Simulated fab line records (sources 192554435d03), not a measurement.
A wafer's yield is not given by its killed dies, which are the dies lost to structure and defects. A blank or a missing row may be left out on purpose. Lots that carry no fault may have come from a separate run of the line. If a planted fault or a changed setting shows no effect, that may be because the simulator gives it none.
fab line records	flow n5-finfet
record: lots: 24	wafers: 72	last-day: 18
route steps=1938 shown HKMG_FIN@447 GATE_CUT@487
lots untouched by any fault: they come from a run of this same line in which no faults occurred
start-h: the number of hours between the record's first day and the start of the first shown wafer of the lot	wait-h: how many hours have passed since the lot's step before this one	" repeats the value in the row above	L1.1+2: one row covering several wafers at once	- no value present, or no start provided	* or withheld: withheld	< > ~ a bound
route shown NAME@n: NAME is a module with steps in the file, n the number in the route of the first one	usual: mean/standard deviation taken from wafers without a fault	same: alike in all rows	chamber/n: place in a boat	sites: each site's reading	_std_site: standard deviation of those values	_edge_site: inner sites' mean taken away from outer sites' mean	radius-mm: how far each site lies from the wafer's centre	mask NAME#n: copy n	behind: the tool/chamber that last shaped the wafer	hold: reason for holding the lot/hours on hold/outcome of the hold	device: transistor that didn't switch, given as n, p or np	end of line: the tests these same wafers got at the end of their route	a step with no rows: only its recipe	killed: dies lost to structure and defects at the first sort, not the wafer's yield	map: shows each die of a wafer: x if killed, . if not, _ if none is there
set.NAME: the run value of the setting; set.NAME@STEP: its run value at that earlier step	model.NAME: the simulator's own value behind a step, which no gauge read
route steps across a sampled set of lots; one table per step, one row per wafer
services: a tool's chamber out of use, with start hour (start-h, from the record's first day; less than 0 if before it), hours out, and reason
== steps ==
step: N5_HKMG_FIN_STRIP_88
recipe: chemistry: N2/H2	power-w: 2500	temp-c: 300	h2-frac: 0.65	time-s: 360	pressure-mtorr: withheld	n2-flow-sccm: 1750	h2-flow-sccm: 3250
usual: drypump-motor-current-A: 5.8/0.53	h2-flow-sccm: 3251/9.3	heater-power-w: 497/59	n2-flow-sccm: 1751/6.6
lot.wafer	tool	chamber	start-h	wait-h	drypump-motor-current-A	h2-flow-sccm	heater-power-w	n2-flow-sccm	rf-hours-counter-h
L074.2	plasma-asher-02	0	75.17	0.0	4.8	3252	458	1741	90
L074.3	"	0	"	"	4.8	3246	462	1741	-
L074.6	"	0	"	"	4.8	3251	462	1740	-
L075.2	plasma-asher-01	1	82.92	0.0	6.0	3247	463	1744	38
L075.4	"	1	"	"	6.0	3246	442	1744	-
L075.5	"	1	"	"	6.0	3242	440	1742	-
L076.1	plasma-asher-01	0	90.02	0.0	6.3	3252	571	1754	39
L076.4	"	1	"	"	6.0	3250	448	1745	-
L076.5	"	0	"	"	6.3	3264	576	1754	-
L077.3	plasma-asher-02	0	96.40	0.1	4.8	3263	462	1751	-
L077.5	"	1	"	"	5.6	3254	479	1746	-
L077.6	"	0	"	"	4.8	3277	453	1754	-
L078.1	plasma-asher-01	0	106.32	0.0	6.3	3249	575	1750	42
L078.2	"	1	"	"	6.0	3252	458	1757	42
L078.5	"	0	"	"	6.3	3251	583	1744	-
L079.2	plasma-asher-01	0	112.81	0.0	6.3	3239	595	1743	44
L079.3	"	0	"	"	6.3	3241	569	1748	-
L079.6	"	1	"	"	6.0	3242	460	1759	-
L080.2	plasma-asher-01	0	114.00	0.0	6.2	3241	597	1760	44
L080.3	"	0	"	"	6.2	3246	581	1754	-
L080.5	"	1	"	"	6.0	3237	462	1762	-
L081.1	plasma-asher-01	0	118.93	0.0	6.3	3260	589	1741	45
L081.3	"	0	"	"	6.3	3250	593	1742	-
L081.6	"	0	"	"	6.2	3254	587	1744	-
L082.3	plasma-asher-01	1	124.81	0.1	6.0	3239	455	1752	-
L082.5	"	1	"	"	6.0	3248	455	1752	-
L082.6	"	0	"	"	6.3	3244	596	1751	-
L083.1	plasma-asher-02	1	131.62	0.0	5.6	3244	472	1753	99
L083.2	"	0	"	"	4.8	3254	459	1758	99
L083.6	"	0	"	"	4.8	3259	445	1753	-
L084.1	plasma-asher-02	1	137.26	0.0	5.6	3259	482	1743	101
L084.4	"	0	"	"	4.8	3248	446	1751	-
L084.5	"	1	"	"	5.6	3244	474	1750	-
L085.1	plasma-asher-02	1	143.02	0.0	5.6	3258	478	1758	102
L085.3	"	1	"	"	5.6	3244	467	1758	-
L085.6	"	1	"	"	5.6	3242	476	1753	-
L086.3	plasma-asher-02	1	149.68	0.1	5.6	3254	472	1751	-
L086.4	"	0	"	"	4.8	3248	459	1764	-
L086.5	"	1	"	"	5.6	3262	472	1751	-
L087.2	plasma-asher-01	1	158.57	0.0	6.0	3260	463	1754	53
L087.3	"	1	"	"	6.0	3234	448	1758	-
L087.5	"	0	"	"	6.2	3268	598	1751	-
L088.3	plasma-asher-01	0	161.87	0.1	6.2	3262	577	1756	-
L088.5	"	0	"	"	6.3	3261	575	1754	-
L088.6	"	1	"	"	6.0	3228	470	1743	-
L089.1	plasma-asher-01	0	166.61	0.0	6.3	3247	591	1740	55
L089.2	"	1	"	"	6.0	3250	448	1750	55
L089.3	"	0	"	"	6.2	3255	599	1735	-
L090.2	plasma-asher-02	0	172.37	0.0	4.8	3256	465	1756	108
L090.3	"	1	"	"	5.6	3252	464	1763	-
L090.4	"	0	"	"	4.8	3247	461	1754	-
L091.1	plasma-asher-01	1	177.79	0.0	6.0	3240	442	1748	58
L091.2	"	0	"	"	6.3	3258	581	1747	58
L091.4	"	0	"	"	6.2	3254	588	1741	-
L092.1	plasma-asher-02	0	183.56	0.0	4.9	3244	456	1745	110
L092.2	"	1	"	"	5.6	3262	465	1749	110
L092.3	"	0	"	"	4.8	3244	457	1756	-
L093.1	plasma-asher-02	1	190.26	0.0	5.6	3236	468	1756	111
L093.3	"	1	"	"	5.6	3241	462	1758	-
L093.5	"	0	"	"	4.9	3263	458	1742	-
L094.1	plasma-asher-02	0	195.97	0.0	4.8	3267	464	1756	112
L094.4	"	0	"	"	4.8	3249	464	1745	-
L094.5	"	0	"	"	4.8	3247	455	1752	-
L095.2	plasma-asher-01	1	206.97	0.0	6.0	3266	447	1745	63
L095.3	"	1	"	"	6.0	3255	452	1751	-
L095.6	"	1	"	"	6.0	3249	454	1745	-
L096.1	plasma-asher-01	0	209.47	0.0	6.3	3253	579	1770	64
L096.3	"	0	"	"	6.3	3244	591	1760	-
L096.4	"	1	"	"	6.0	3261	452	1755	-
L097.3	plasma-asher-01	1	217.27	0.2	6.0	3268	448	1749	-
L097.5	"	0	"	"	6.2	3269	587	1747	-
L097.6	"	1	"	"	6.0	3244	466	1752	-
step: N5_HKMG_FIN_ALD_71
recipe: material: TiN	target-thk-a: 10	temp-c: 400	ald-precursor-family: TiCl4	ald-co-reactant: NH3	pulse-time-s: 1	purge-time-s: 3	co-reactant-purge-time-s: 2	co-reactant-pulse-time-s: 2	ald-cycles: 47	pressure-torr: 3
usual: heater-power-outer-w: 503/45	heater-power-w: 833/83	precursor-pulse-height-rel: 1.002/0.02
same: co-reactant-pulse-time-s: 2
lot.wafer	tool	chamber	start-h	wait-h	heater-power-outer-w	heater-power-w	precursor-pulse-height-rel
L074.2	ald-metal-01	1	75.65	0.0	505	837	0.979
L074.3	"	0	"	"	537	934	0.998
L074.6	"	1	"	"	510	832	1.016
L075.2	ald-metal-03	1	83.40	0.0	463	812	1.009
L075.4	"	0	"	"	484	767	0.988
L075.5	"	1	"	"	446	821	0.987
L076.1	ald-metal-02	1	90.50	0.0	521	852	1.019
L076.4	"	3	"	"	550	890	0.987
L076.5	"	2	"	"	463	787	0.953
L077.3	ald-metal-02	1	96.76	0.0	528	885	1.025
L077.5	"	2	"	"	453	780	1.000
L077.6	"	3	"	"	538	877	0.989
L078.1	ald-metal-02	3	106.81	0.0	559	893	0.983
L078.2	"	0	"	"	524	870	1.031
L078.5	"	0	"	"	540	906	1.024
L079.2	ald-metal-01	0	113.29	0.0	542	945	1.013
L079.3	"	1	"	"	500	826	0.993
L079.6	"	0	"	"	548	933	1.054
L080.2	ald-metal-03	2	114.49	0.0	434	674	1.000
L080.3	"	0	"	"	508	767	0.994
L080.5	"	1	"	"	444	811	1.042
L081.1	ald-metal-03	1	119.41	0.0	441	832	0.978
L081.3	"	3	"	"	513	819	0.987
L081.6	"	3	"	"	519	833	1.027
L082.3	ald-metal-02	1	125.18	0.0	529	890	0.986
L082.5	"	1	"	"	514	841	1.014
L082.6	"	2	"	"	467	793	0.986
L083.1	ald-metal-01	0	132.22	0.0	554	935	0.977
L083.2	"	3	"	"	410	628	1.004
L083.6	"	3	"	"	393	619	0.985
L084.1	ald-metal-01	1	137.74	0.0	493	824	0.970
L084.4	"	2	"	"	508	848	1.003
L084.5	"	1	"	"	514	834	0.998
L085.1	ald-metal-02	3	143.51	0.0	552	866	0.964
L085.3	"	1	"	"	523	899	1.031
L085.6	"	0	"	"	530	905	0.975
L086.3	ald-metal-02	0	150.05	0.0	534	899	0.966
L086.4	"	3	"	"	544	894	0.997
L086.5	"	3	"	"	560	882	0.967
L087.2	ald-metal-01	1	159.05	0.0	511	821	0.979
L087.3	"	0	"	"	538	948	0.991
L087.5	"	1	"	"	501	838	0.968
L088.3	ald-metal-03	0	162.24	0.0	500	791	1.002
L088.5	"	0	"	"	514	764	0.994
L088.6	"	3	"	"	512	812	0.995
L089.1	ald-metal-03	3	167.10	0.0	516	809	1.012
L089.2	"	0	"	"	501	778	0.982
L089.3	"	2	"	"	432	668	1.024
L090.2	ald-metal-02	2	172.85	0.0	446	767	0.990
L090.3	"	3	"	"	549	876	0.989
L090.4	"	1	"	"	519	869	1.021
L091.1	ald-metal-01	1	178.28	0.0	503	849	1.038
L091.2	"	3	"	"	412	646	1.007
L091.4	"	0	"	"	553	956	0.999
L092.1	ald-metal-02	0	184.04	0.0	529	890	0.983
L092.2	"	3	"	"	563	863	0.995
L092.3	"	1	"	"	520	895	1.013
L093.1	ald-metal-02	2	190.74	0.0	461	777	1.008
L093.3	"	1	"	"	519	860	1.052
L093.5	"	1	"	"	527	892	0.997
L094.1	ald-metal-02	0	196.45	0.0	534	917	1.016
L094.4	"	1	"	"	519	869	1.025
L094.5	"	3	"	"	555	909	0.996
L095.2	ald-metal-02	3	207.45	0.0	545	888	0.994
L095.3	"	1	"	"	529	879	1.004
L095.6	"	0	"	"	543	917	0.958
L096.1	ald-metal-01	2	209.96	0.0	521	865	1.002
L096.3	"	0	"	"	549	920	1.030
L096.4	"	3	"	"	397	637	1.007
L097.3	ald-metal-01	3	217.68	0.0	396	625	0.980
L097.5	"	1	"	"	503	840	1.019
L097.6	"	2	"	"	514	879	0.992
step: N5_HKMG_FIN_W_FILL_22
recipe: material: W	target-thk-a: 600	temp-c: 400	pressure-torr: 39.4	time-s: 18.2
usual: heater-power-outer-w: 587/70	heater-power-w: 927/72	throttle-valve-pct: 19.4/1.5
lot.wafer	tool	chamber	start-h	wait-h	heater-power-outer-w	heater-power-w	throttle-valve-pct
L074.2	cvd-w-02	0	77.17	0.0	648	966	18.1
L074.3	"	0	"	"	649	997	18.1
L074.6	"	1	"	"	516	883	21.7
L075.2	cvd-w-01	1	85.18	0.0	667	998	18.6
L075.4	"	1	"	"	665	968	18.4
L075.5	"	1	"	"	672	1004	18.5
L076.1	cvd-w-01	0	92.01	0.0	531	815	18.5
L076.4	"	1	"	"	669	1000	18.4
L076.5	"	1	"	"	662	994	18.6
L077.3	cvd-w-01	1	98.28	0.0	671	983	18.6
L077.5	"	0	"	"	531	814	18.5
L077.6	"	1	"	"	669	990	18.6
L078.1	cvd-w-02	0	108.34	0.0	664	1020	18.3
L078.2	"	1	"	"	515	882	21.6
L078.5	"	0	"	"	641	987	18.0
L079.2	cvd-w-02	0	114.80	0.0	647	992	18.1
L079.3	"	0	"	"	664	980	18.0
L079.6	"	0	"	"	634	979	17.9
L080.2	cvd-w-01	0	115.99	0.0	532	836	18.7
L080.3	"	0	"	"	531	829	18.7
L080.5	"	0	"	"	545	820	18.5
L081.1	cvd-w-02	1	120.92	0.0	521	889	21.7
L081.3	"	1	"	"	506	895	21.6
L081.6	"	0	"	"	647	982	17.7
L082.3	cvd-w-02	1	126.69	0.0	505	890	21.5
L082.5	"	0	"	"	643	1000	18.2
L082.6	"	1	"	"	506	905	21.7
L083.1	cvd-w-01	0	133.73	0.0	526	795	18.9
L083.2	"	1	"	"	668	986	18.8
L083.6	"	1	"	"	668	1006	18.4
L084.1	cvd-w-01	1	139.28	0.0	664	981	18.5
L084.4	"	1	"	"	665	1003	18.9
L084.5	"	0	"	"	526	829	18.7
L085.1	cvd-w-02	1	145.01	0.0	526	877	21.5
L085.3	"	1	"	"	503	890	21.9
L085.6	"	1	"	"	503	914	21.5
L086.3	cvd-w-02	0	151.56	0.0	653	976	18.3
L086.4	"	1	"	"	511	894	21.7
L086.5	"	1	"	"	512	903	21.8
L087.2	cvd-w-01	0	160.68	0.0	518	840	18.6
L087.3	"	1	"	"	670	1014	18.4
L087.5	"	0	"	"	540	810	18.9
L088.3	cvd-w-02	1	163.87	0.0	506	891	22.2
L088.5	"	1	"	"	521	905	21.8
L088.6	"	0	"	"	650	988	18.0
L089.1	cvd-w-02	1	168.60	0.0	496	898	22.0
L089.2	"	0	"	"	656	1014	18.4
L089.3	"	0	"	"	648	1012	18.2
L090.2	cvd-w-02	0	174.36	0.0	663	975	18.1
L090.3	"	0	"	"	652	995	18.5
L090.4	"	1	"	"	509	917	22.1
L091.1	cvd-w-01	1	179.78	0.0	677	987	18.6
L091.2	"	0	"	"	524	808	18.9
L091.4	"	0	"	"	524	820	19.0
L092.1	cvd-w-01	0	185.56	0.0	521	815	18.7
L092.2	"	1	"	"	679	1018	18.4
L092.3	"	0	"	"	536	836	18.8
L093.1	cvd-w-02	1	192.41	0.0	501	897	22.1
L093.3	"	0	"	"	655	988	18.3
L093.5	"	0	"	"	630	1002	18.2
L094.1	cvd-w-02	1	197.97	0.0	512	876	21.8
L094.4	"	1	"	"	513	908	22.1
L094.5	"	1	"	"	515	919	22.1
L095.2	cvd-w-01	0	208.96	0.0	536	808	19.3
L095.3	"	0	"	"	519	820	19.1
L095.6	"	0	"	"	525	800	19.0
L096.1	cvd-w-02	0	211.76	0.0	650	986	18.3
L096.3	"	1	"	"	520	899	22.1
L096.4	"	0	"	"	670	990	18.2
L097.3	cvd-w-02	0	219.26	0.0	655	989	18.4
L097.5	"	0	"	"	634	982	18.4
L097.6	"	1	"	"	514	895	21.9
step: N5_GATE_CUT_CD_MEAS_13
recipe: target-cd-nm: 20	landing-energy-ev: 500	detector: se-inlens
usual: cd-nm: 20.01/0.26
same: landing-energy-ev: 500
lot.wafer	tool	chamber	start-h	wait-h	cd-nm
L074.2	cd-sem-03	0	81.70	-	19.88
L074.3	"	0	"	"	20.00
L074.6	"	0	"	"	20.15
L075.2	cd-sem-03	0	89.74	-	20.52
L075.4	"	0	"	"	19.84
L075.5	"	0	"	"	20.48
L076.1	cd-sem-02	0	96.53	-	20.12
L076.4	"	0	"	"	20.05
L076.5	"	0	"	"	19.86
L077.3	cd-sem-03	0	104.74	-	20.22
L077.5	"	0	"	"	19.96
L077.6	"	0	"	"	19.76
L078.1	cd-sem-02	0	115.18	-	19.51
L078.2	"	0	"	"	20.19
L078.5	"	0	"	"	19.87
L079.2	cd-sem-01	0	119.34	-	19.94
L079.3	"	0	"	"	19.57
L079.6	"	0	"	"	19.61
L080.2	cd-sem-02	0	122.61	-	20.24
L080.3	"	0	"	"	20.20
L080.5	"	0	"	"	20.24
L081.1	cd-sem-02	0	125.36	-	20.08
L081.3	"	0	"	"	19.76
L081.6	"	0	"	"	19.77
L082.3	cd-sem-02	0	131.24	-	19.89
L082.5	"	0	"	"	20.03
L082.6	"	0	"	"	20.01
L083.1	cd-sem-03	0	138.20	-	19.88
L083.2	"	0	"	"	19.82
L083.6	"	0	"	"	20.05
L084.1	cd-sem-01	0	143.68	-	20.45
L084.4	"	0	"	"	19.76
L084.5	"	0	"	"	20.10
L085.1	cd-sem-03	0	149.76	-	19.50
L085.3	"	0	"	"	19.60
L085.6	"	0	"	"	19.94
L086.3	cd-sem-03	0	156.13	-	20.13
L086.4	"	0	"	"	20.21
L086.5	"	0	"	"	19.87
L087.2	cd-sem-01	0	165.20	-	19.95
L087.3	"	0	"	"	19.86
L087.5	"	0	"	"	20.44
L088.3	cd-sem-03	0	168.26	-	20.01
L088.5	"	0	"	"	19.97
L088.6	"	0	"	"	20.01
L089.1	cd-sem-03	0	173.51	-	20.23
L089.2	"	0	"	"	20.35
L089.3	"	0	"	"	19.83
L090.2	cd-sem-01	0	178.96	-	19.94
L090.3	"	0	"	"	20.22
L090.4	"	0	"	"	20.38
L091.1	cd-sem-03	0	185.45	-	19.86
L091.2	"	0	"	"	19.68
L091.4	"	0	"	"	19.89
L092.1	cd-sem-03	0	191.81	-	19.48
L092.2	"	0	"	"	19.81
L092.3	"	0	"	"	19.66
L093.1	cd-sem-03	0	196.93	-	20.13
L093.3	"	0	"	"	20.16
L093.5	"	0	"	"	20.15
L094.1	cd-sem-02	0	202.59	-	20.08
L094.4	"	0	"	"	20.18
L094.5	"	0	"	"	19.98
L095.2	cd-sem-02	0	213.66	-	19.62
L095.3	"	0	"	"	20.14
L095.6	"	0	"	"	19.96
L096.1	cd-sem-01	0	216.16	-	20.15
L096.3	"	0	"	"	20.07
L096.4	"	0	"	"	19.94
L097.3	cd-sem-01	0	223.85	-	20.24
L097.5	"	0	"	"	20.47
L097.6	"	0	"	"	20.39
step: N5_GATE_CUT_HM_OPEN_40
recipe: chemistry: C4F6/O2	target: SiO2	mask-material: SiARC	target-depth-a: 1390	time-s: 85.1	ion-energy-ev: 250	pressure-mtorr: 30	source-w: 345	bias-w: 185	Ar_flow_sccm: 300	C4F6_flow_sccm: 10	O2_flow_sccm: 10	ends: cleared
usual: C4F6_flow_sccm: 10.002/0.027	bias-w: 185.1/0.55	drypump-motor-current-A: 5.38/0.28	etch-rf-on-time-s: 93.7/1.9	oes-product-au: 0.68/0.07	rf-vpp-V: 671/9.9	showerhead-plenum-p-Torr: 2.89/0.076	throttle-valve-pct: 20.97/0.21
lot.wafer	tool	chamber	start-h	wait-h	C4F6_flow_sccm	bias-w	drypump-motor-current-A	etch-rf-on-time-s	oes-product-au	rf-hours-counter-h	rf-vpp-V	showerhead-plenum-p-Torr	throttle-valve-pct
L074.2	rie-diel-03	3	82.02	0.0	10.005	185.8	5.16	91.5	0.64	213	689	2.92	21.14
L074.3	"	2	"	"	10.000	185.2	5.23	93.5	0.64	198	662	2.82	21.01
L074.6	"	2	"	"	9.959	185.1	5.26	96.1	0.63	-	661	2.82	21.02
L075.2	rie-diel-03	1	90.03	0.0	10.033	185.9	5.29	93.0	0.78	29	668	3.04	20.94
L075.4	"	3	"	"	9.984	184.9	5.13	94.4	0.65	215	689	2.92	21.12
L075.5	"	3	"	"	9.973	185.0	5.15	94.8	0.64	-	688	2.92	21.12
L076.1	rie-diel-05	2	96.90	0.0	10.012	184.1	5.71	92.6	0.64	235	655	2.94	21.05
L076.4	"	3	"	"	9.982	185.4	5.33	94.9	0.68	-	672	2.85	20.98
L076.5	"	3	"	"	10.025	186.2	5.33	93.4	0.68	-	672	2.85	20.98
L077.3	rie-diel-06	0	105.02	0.0	10.001	186.2	5.09	92.8	0.69	125	678	2.98	20.83
L077.5	"	0	"	"	10.030	185.3	5.09	93.1	0.69	-	677	2.98	20.82
L077.6	"	3	"	"	10.022	184.7	5.36	95.4	0.67	-	686	2.85	21.08
L078.1	rie-diel-03	3	115.46	0.0	10.007	184.4	5.17	91.3	0.63	223	689	2.91	21.13
L078.2	"	1	"	"	10.057	184.8	5.28	92.3	0.76	37	667	3.04	20.96
L078.5	"	3	"	"	9.978	184.8	5.14	95.6	0.63	-	689	2.91	21.13
L079.2	rie-diel-03	3	119.63	0.0	10.036	184.3	5.16	93.5	0.63	225	690	2.91	21.14
L079.3	"	0	"	"	9.970	184.3	5.92	96.6	0.65	172	669	2.83	20.60
L079.6	"	0	"	"	9.958	185.4	5.92	98.4	0.65	-	669	2.83	20.62
L080.2	rie-diel-05	0	122.90	0.0	9.969	185.2	5.02	92.3	0.62	233	659	2.92	21.28
L080.3	"	1	"	"	10.036	184.8	5.47	91.7	0.88	6	667	2.79	20.46
L080.5	"	0	"	"	9.972	184.9	5.02	94.9	0.62	-	658	2.92	21.31
L081.1	rie-diel-03	3	125.65	0.0	10.020	184.7	5.15	93.3	0.63	226	689	2.91	21.16
L081.3	"	0	"	"	10.012	184.6	5.95	95.6	0.65	174	669	2.83	20.60
L081.6	"	2	"	"	10.003	184.9	5.28	95.8	0.62	-	660	2.82	21.02
L082.3	rie-diel-06	1	131.58	0.0	10.065	185.7	5.41	92.3	0.62	234	664	2.94	21.15
L082.5	"	0	"	"	10.038	185.4	5.09	90.9	0.68	-	677	2.97	20.84
L082.6	"	1	"	"	9.951	185.4	5.43	95.6	0.62	-	665	2.94	21.19
L083.1	rie-diel-03	3	138.49	0.0	10.010	184.6	5.13	93.6	0.62	231	690	2.91	21.16
L083.2	"	0	"	"	10.022	185.7	5.93	94.6	0.65	178	669	2.83	20.60
L083.6	"	2	"	"	10.017	184.6	5.25	96.5	0.62	-	661	2.81	21.04
L084.1	rie-diel-06	3	143.97	0.0	10.001	185.0	5.34	92.9	0.66	153	684	2.85	21.09
L084.4	"	3	"	"	9.995	185.3	5.34	96.2	0.67	-	685	2.85	21.09
L084.5	"	1	"	"	10.040	185.0	5.48	95.0	0.62	-	664	2.93	21.18
L085.1	rie-diel-03	3	150.18	0.0	10.037	184.3	5.17	91.8	0.63	235	689	2.91	21.17
L085.3	"	1	"	"	10.002	185.2	5.27	93.0	0.74	49	668	3.03	21.00
L085.6	"	2	"	"	10.033	185.2	5.23	95.7	0.63	-	661	2.81	21.06
L086.3	rie-diel-06	0	156.53	0.0	9.973	184.5	5.09	90.3	0.67	142	675	2.97	20.85
L086.4	"	3	"	"	9.969	184.9	5.30	94.9	0.66	158	687	2.84	21.10
L086.5	"	0	"	"	10.008	183.7	5.07	92.2	0.68	-	677	2.97	20.85
L087.2	rie-diel-05	3	166.02	0.0	9.989	185.4	5.30	90.7	0.68	154	671	2.84	21.01
L087.3	"	1	"	"	10.016	184.4	5.46	88.8	0.85	18	667	2.79	20.47
L087.5	"	1	"	"	9.992	184.2	5.47	90.3	0.85	-	667	2.79	20.46
L088.3	rie-diel-05	1	168.54	0.0	10.027	185.5	5.48	92.2	0.84	19	666	2.79	20.48
L088.5	"	0	"	"	9.990	185.2	5.02	97.7	0.61	-	658	2.92	21.30
L088.6	"	3	"	"	10.030	185.5	5.29	93.9	0.67	-	672	2.84	21.00
L089.1	rie-diel-03	0	173.80	0.0	9.968	184.6	5.94	95.9	0.65	189	668	2.82	20.63
L089.2	"	1	"	"	9.975	184.1	5.29	93.5	0.75	56	667	3.03	21.00
L089.3	"	3	"	"	10.007	184.8	5.16	93.0	0.63	239	689	2.91	21.16
L090.2	rie-diel-06	0	179.28	0.0	9.991	185.4	5.07	91.8	0.67	149	676	2.97	20.85
L090.3	"	3	"	"	10.034	184.4	5.31	94.8	0.65	167	684	2.84	21.12
L090.4	"	0	"	"	9.985	185.4	5.09	93.1	0.67	-	677	2.97	20.87
L091.1	rie-diel-06	2	186.45	0.0	9.965	184.8	5.89	94.4	0.66	194	664	2.82	21.23
L091.2	"	3	"	"	10.008	184.4	5.31	93.3	0.64	170	686	2.84	21.12
L091.4	"	3	"	"	9.982	185.2	5.33	95.6	0.65	-	685	2.84	21.11
L092.1	rie-diel-06	2	192.09	0.0	9.999	185.4	5.89	93.1	0.66	196	665	2.82	21.22
L092.2	"	0	"	"	9.997	185.0	5.10	91.7	0.67	155	678	2.96	20.84
L092.3	"	3	"	"	10.037	185.5	5.30	97.0	0.64	172	685	2.84	21.12
L093.1	rie-diel-03	0	197.22	0.0	10.031	184.5	5.91	93.5	0.64	196	668	2.82	20.66
L093.3	"	3	"	"	9.978	185.2	5.18	92.8	0.62	246	690	2.90	21.16
L093.5	"	3	"	"	9.991	185.4	5.15	93.7	0.61	-	689	2.90	21.18
L094.1	rie-diel-06	1	203.04	0.0	10.016	185.6	5.42	89.8	0.87	3	664	2.93	20.77
L094.4	"	2	"	"	9.948	185.2	5.89	95.1	0.66	200	665	2.82	21.26
L094.5	"	1	"	"	10.007	185.4	5.40	90.9	0.87	-	663	2.93	20.77
L095.2	rie-diel-06	3	213.95	0.0	10.000	185.1	5.29	93.7	0.64	179	685	2.83	21.13
L095.3	"	2	"	"	9.988	185.4	5.91	95.2	0.65	202	665	2.82	21.24
L095.6	"	0	"	"	10.019	184.0	5.08	92.5	0.67	-	677	2.96	20.90
L096.1	rie-diel-03	0	216.52	0.0	9.945	184.7	5.93	94.8	0.64	203	669	2.81	20.65
L096.3	"	2	"	"	10.001	185.7	5.27	92.7	0.62	241	661	2.80	21.07
L096.4	"	1	"	"	10.062	184.6	5.28	92.2	0.74	-	667	3.02	21.03
L097.3	rie-diel-05	1	224.13	0.0	10.011	185.0	5.49	91.0	0.81	38	666	2.78	20.49
L097.5	"	1	"	"	9.986	184.9	5.47	92.2	0.80	-	666	2.78	20.49
L097.6	"	2	"	"	9.959	185.2	5.68	91.3	0.85	-	655	2.93	20.78
step: N5_GATE_CUT_VAPOR_ETCH_48
recipe: chemistry: BCl3/Cl2	target: TiN	mode: isotropic
usual: drypump-motor-current-A: 5.7/0.36	oes-product-au: 0.78/0.13
lot.wafer	tool	chamber	start-h	wait-h	drypump-motor-current-A	oes-product-au
L074.2	rie-metal-02	0	82.43	0.0	4.9	0.70
L074.3	"	1	"	"	5.7	0.68
L074.6	"	0	"	"	4.9	0.70
L075.2	rie-metal-01	1	90.43	0.0	5.7	0.95
L075.4	"	1	"	"	5.7	0.94
L075.5	"	0	"	"	6.1	1.00
L076.1	rie-metal-03	1	97.41	0.0	5.5	0.72
L076.4	"	0	"	"	5.9	0.59
L076.5	"	1	"	"	5.5	0.72
L077.3	rie-metal-03	0	105.51	0.0	5.9	0.59
L077.5	"	0	"	"	6.0	0.58
L077.6	"	1	"	"	5.5	0.72
L078.1	rie-metal-03	1	115.87	0.0	5.5	0.71
L078.2	"	0	"	"	6.0	0.58
L078.5	"	1	"	"	5.6	0.71
L079.2	rie-metal-01	0	120.04	0.0	6.1	0.95
L079.3	"	1	"	"	5.7	0.91
L079.6	"	0	"	"	6.1	0.95
L080.2	rie-metal-02	1	123.30	0.0	5.7	0.67
L080.3	"	0	"	"	4.9	0.69
L080.5	"	1	"	"	5.7	0.67
L081.1	rie-metal-01	1	126.06	0.0	5.7	0.92
L081.3	"	1	"	"	5.7	0.91
L081.6	"	0	"	"	6.1	0.95
L082.3	rie-metal-02	0	132.00	0.0	4.9	0.69
L082.5	"	0	"	"	4.9	0.69
L082.6	"	1	"	"	5.7	0.66
L083.1	rie-metal-02	1	138.90	0.0	5.7	0.67
L083.2	"	0	"	"	4.9	0.69
L083.6	"	1	"	"	5.7	0.66
L084.1	rie-metal-01	0	144.38	0.0	6.1	0.93
L084.4	"	1	"	"	5.7	0.93
L084.5	"	1	"	"	5.7	0.92
L085.1	rie-metal-03	0	150.59	0.0	6.0	0.57
L085.3	"	0	"	"	6.0	0.57
L085.6	"	1	"	"	5.6	0.71
L086.3	rie-metal-01	1	156.95	0.0	5.7	0.90
L086.4	"	0	"	"	6.1	0.92
L086.5	"	1	"	"	5.7	0.90
L087.2	rie-metal-02	1	166.43	0.0	5.7	0.66
L087.3	"	1	"	"	5.7	0.66
L087.5	"	0	"	"	4.9	0.69
L088.3	rie-metal-01	1	168.96	0.0	5.7	0.89
L088.5	"	0	"	"	6.1	0.92
L088.6	"	1	"	"	5.7	0.89
L089.1	rie-metal-03	1	174.39	0.1	5.5	0.71
L089.2	"	1	"	"	5.5	0.70
L089.3	"	1	"	"	5.6	0.71
L090.2	rie-metal-03	1	179.69	0.0	5.5	0.70
L090.3	"	0	"	"	6.0	1.03
L090.4	"	1	"	"	5.6	0.71
L091.1	rie-metal-01	1	186.86	0.0	5.7	0.89
L091.2	"	0	"	"	6.1	0.91
L091.4	"	1	"	"	5.7	0.88
L092.1	rie-metal-01	1	192.50	0.0	5.7	0.89
L092.2	"	0	"	"	6.1	0.91
L092.3	"	0	"	"	6.1	0.90
L093.1	rie-metal-02	0	197.63	0.0	4.9	0.68
L093.3	"	0	"	"	4.9	0.68
L093.5	"	1	"	"	5.7	0.66
L094.1	rie-metal-01	1	203.45	0.0	5.7	0.88
L094.4	"	1	"	"	5.7	0.88
L094.5	"	0	"	"	6.1	0.90
L095.2	rie-metal-03	1	214.55	0.1	5.6	0.69
L095.3	"	1	"	"	5.5	0.70
L095.6	"	1	"	"	5.5	0.69
L096.1	rie-metal-01	0	216.98	0.0	6.1	0.88
L096.3	"	1	"	"	5.7	0.87
L096.4	"	0	"	"	6.1	0.87
L097.3	rie-metal-02	0	224.55	0.0	4.9	0.67
L097.5	"	1	"	"	5.7	0.66
L097.6	"	0	"	"	4.9	0.67
== services ==
tool	chamber	start-h	hours	kind
rie-metal-01	0	72.80	-	clean
rie-metal-01	0	72.80	15.3	scheduled-down
rie-metal-01	0	72.80	15.3	vent-cycle
plasma-asher-02	-	74.47	0.4	repair
rie-diel-05	0	91.43	9.1	repair
rie-metal-01	-	105.87	0.5	repair
rie-metal-01	-	107.48	4.3	pm
rie-diel-06	2	118.80	26.8	repair
ald-metal-03	-	131.28	14.6	pm
ald-metal-02	-	153.04	1.9	repair
rie-metal-03	0	159.23	2.2	repair
cvd-w-01	0	165.55	5.7	repair
rie-diel-06	0	169.70	4.3	repair
plasma-asher-02	-	176.14	4.9	repair
ald-metal-01	-	178.52	28.1	pm
rie-diel-05	-	184.13	1.2	repair
rie-metal-03	0	202.61	15.0	repair
rie-diel-03	3	207.89	9.7	repair
ald-metal-02	-	216.21	2.8	pm
rie-diel-03	3	218.18	-	clean
rie-diel-03	3	218.18	-	consumable-replace:focus-ring
rie-diel-03	3	218.18	18.2	scheduled-down
rie-diel-03	-	223.67	1.2	repair
ald-metal-02	-	224.08	0.3	repair
== key ==
fault none
